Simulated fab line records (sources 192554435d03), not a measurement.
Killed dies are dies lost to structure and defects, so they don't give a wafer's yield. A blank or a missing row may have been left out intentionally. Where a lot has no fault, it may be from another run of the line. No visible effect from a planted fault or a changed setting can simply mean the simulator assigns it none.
The tool behind it: which one? | flow n5_finfet | 36 wafers sampled from 12 lots at 1 step of a route of 1938

== WHAT THE GAUGES READ, wafer by wafer ==
N5_START_INSPECT_01: inspects for defects (unpatterned scan).
lot  | measured    | on                | raw_defect_count
L075 | day 1 18:02 | defect_inspect-02 | 8 2 5
L077 | day 2 06:02 | defect_inspect-02 | 2 9 7
L079 | day 2 18:02 | defect_inspect-02 | 4 6 5
L081 | day 3 06:02 | defect_inspect-02 | 8 8 4
L083 | day 3 18:02 | defect_inspect-01 | 6 10 11
L085 | day 4 06:02 | defect_inspect-01 | 6 5 3
L087 | day 4 18:02 | defect_inspect-02 | 7 8 8
L089 | day 5 06:02 | defect_inspect-01 | 6 10 5
L091 | day 5 18:02 | defect_inspect-01 | 3 7 9
L093 | day 6 06:02 | defect_inspect-01 | 3 5 2
L095 | day 6 18:02 | defect_inspect-02 | 7 5 7
L097 | day 7 06:02 | defect_inspect-01 | 9 7 8

== WHICH TOOL RAN EACH LOT (tool, then ch and the chambers of the sampled wafers, then the start) ==
Before these readings, the record contains no process step.

== THE ANSWER, worked out from the rows above alone ==
Rule: the lots themselves supply what counts as usual. Put in order of their means at a reading, lots are off if they are a third of the lots or fewer, leave a main group of 4 or more, and stand apart from it by a gap of 3 or more times the standard deviation of the main group's means; of several such gaps the widest counts. Not used: any main group whose means are identical at the precision the tables above print for the reading. Also off: a lot with no number at a reading for which 4 or more lots have one. All remaining lots with rows at the step are treated as sound.
Across all readings shown, no lot is off: no conclusion can be drawn from this.

== WHAT THE SIMULATOR HAD INSERTED ==
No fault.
